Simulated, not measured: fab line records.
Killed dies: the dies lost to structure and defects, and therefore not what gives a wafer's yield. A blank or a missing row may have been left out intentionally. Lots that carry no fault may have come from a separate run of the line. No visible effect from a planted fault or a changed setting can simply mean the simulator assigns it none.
Matching of chambers / flow n5Finfet / rieDiel-01 running N5_BEOL_M7_DESCUM_33: 4 sister chambers
The step chemistry O2, time 7 s. 18 wafers are shown with their chamber, then 9 later ones without.

EACH WAFER AND ITS CHAMBER
wafer=L078.3; chamber=0; showerheadPlenumPTorr (Torr)=2.03; throttleValvePct (%)=20.81; drypumpMotorCurrentA (A)=6.1
wafer=L078.5; chamber=0; showerheadPlenumPTorr (Torr)=2.03; throttleValvePct (%)=20.79; drypumpMotorCurrentA (A)=6.0
wafer=L078.6; chamber=3; showerheadPlenumPTorr (Torr)=2.01; throttleValvePct (%)=20.62; drypumpMotorCurrentA (A)=5.0
wafer=L080.2; chamber=3; showerheadPlenumPTorr (Torr)=2.01; throttleValvePct (%)=20.61; drypumpMotorCurrentA (A)=4.9
wafer=L080.4; chamber=0; showerheadPlenumPTorr (Torr)=2.02; throttleValvePct (%)=20.80; drypumpMotorCurrentA (A)=6.0
wafer=L080.5; chamber=3; showerheadPlenumPTorr (Torr)=2.01; throttleValvePct (%)=20.61; drypumpMotorCurrentA (A)=5.0
wafer=L082.1; chamber=3; showerheadPlenumPTorr (Torr)=2.00; throttleValvePct (%)=20.62; drypumpMotorCurrentA (A)=5.0
wafer=L082.3; chamber=0; showerheadPlenumPTorr (Torr)=2.02; throttleValvePct (%)=20.81; drypumpMotorCurrentA (A)=6.0
wafer=L082.6; chamber=3; showerheadPlenumPTorr (Torr)=2.01; throttleValvePct (%)=20.61; drypumpMotorCurrentA (A)=5.0
wafer=L084.3; chamber=1; showerheadPlenumPTorr (Torr)=2.12; throttleValvePct (%)=20.29; drypumpMotorCurrentA (A)=6.5
wafer=L084.5; chamber=3; showerheadPlenumPTorr (Torr)=2.00; throttleValvePct (%)=20.63; drypumpMotorCurrentA (A)=5.0
wafer=L084.6; chamber=2; showerheadPlenumPTorr (Torr)=2.14; throttleValvePct (%)=20.47; drypumpMotorCurrentA (A)=5.9
wafer=L087.2; chamber=1; showerheadPlenumPTorr (Torr)=2.12; throttleValvePct (%)=20.30; drypumpMotorCurrentA (A)=6.5
wafer=L087.3; chamber=3; showerheadPlenumPTorr (Torr)=2.00; throttleValvePct (%)=20.64; drypumpMotorCurrentA (A)=5.0
wafer=L087.4; chamber=2; showerheadPlenumPTorr (Torr)=2.14; throttleValvePct (%)=20.50; drypumpMotorCurrentA (A)=5.9
wafer=L085.1; chamber=1; showerheadPlenumPTorr (Torr)=2.12; throttleValvePct (%)=20.30; drypumpMotorCurrentA (A)=6.5
wafer=L085.2; chamber=2; showerheadPlenumPTorr (Torr)=2.14; throttleValvePct (%)=20.50; drypumpMotorCurrentA (A)=6.0
wafer=L085.5; chamber=1; showerheadPlenumPTorr (Torr)=2.12; throttleValvePct (%)=20.29; drypumpMotorCurrentA (A)=6.5

SIGNATURES, as means of the wafers listed above
reading=showerheadPlenumPTorr; chamber 0=2.0250; chamber 1=2.1200; chamber 2=2.1400; chamber 3=2.0057; scatter within a chamber=0.0044
reading=throttleValvePct; chamber 0=20.8025; chamber 1=20.2950; chamber 2=20.4900; chamber 3=20.6200; scatter within a chamber=0.0113
reading=drypumpMotorCurrentA; chamber 0=6.025; chamber 1=6.500; chamber 2=5.933; chamber 3=4.986; scatter within a chamber=0.0403
Rule: a wafer lies at a distance from a chamber equal to the root of the sum of squares, over the readings, of (its reading less the chamber's mean, divided by the reading's scatter). If the next closest chamber is less than 2 further off than the closest, the wafer can't be placed; otherwise it belongs to the closest. The scatter: the root of (the sum of the squares of (reading less its chamber's mean) over the shown wafers, divided by (wafers less chambers)).

WAFERS WITH NO CHAMBER GIVEN
wafer=L089.2; showerheadPlenumPTorr (Torr)=2.02; throttleValvePct (%)=20.82; drypumpMotorCurrentA (A)=6.0
wafer=L089.3; showerheadPlenumPTorr (Torr)=2.00; throttleValvePct (%)=20.63; drypumpMotorCurrentA (A)=5.0
wafer=L089.6; showerheadPlenumPTorr (Torr)=2.13; throttleValvePct (%)=20.49; drypumpMotorCurrentA (A)=6.0
wafer=L093.1; showerheadPlenumPTorr (Torr)=2.00; throttleValvePct (%)=20.65; drypumpMotorCurrentA (A)=5.0
wafer=L093.3; showerheadPlenumPTorr (Torr)=2.11; throttleValvePct (%)=20.34; drypumpMotorCurrentA (A)=6.5
wafer=L093.5; showerheadPlenumPTorr (Torr)=2.01; throttleValvePct (%)=20.84; drypumpMotorCurrentA (A)=6.0
wafer=L097.2; showerheadPlenumPTorr (Torr)=2.01; throttleValvePct (%)=20.84; drypumpMotorCurrentA (A)=6.0
wafer=L097.3; showerheadPlenumPTorr (Torr)=2.11; throttleValvePct (%)=20.33; drypumpMotorCurrentA (A)=6.5
wafer=L097.6; showerheadPlenumPTorr (Torr)=2.11; throttleValvePct (%)=20.34; drypumpMotorCurrentA (A)=6.5

WHICH CHAMBER EACH WENT THROUGH
wafer=L089.2; from the rows above=0; in truth=0
wafer=L089.3; from the rows above=3; in truth=3
wafer=L089.6; from the rows above=2; in truth=2
wafer=L093.1; from the rows above=3; in truth=3
wafer=L093.3; from the rows above=1; in truth=1
wafer=L093.5; from the rows above=0; in truth=0
wafer=L097.2; from the rows above=0; in truth=0
wafer=L097.3; from the rows above=1; in truth=1
wafer=L097.6; from the rows above=1; in truth=1
Correct placement for 9 of the 9. Left unplaced by these rows: 0. Number placed wrongly: 0.
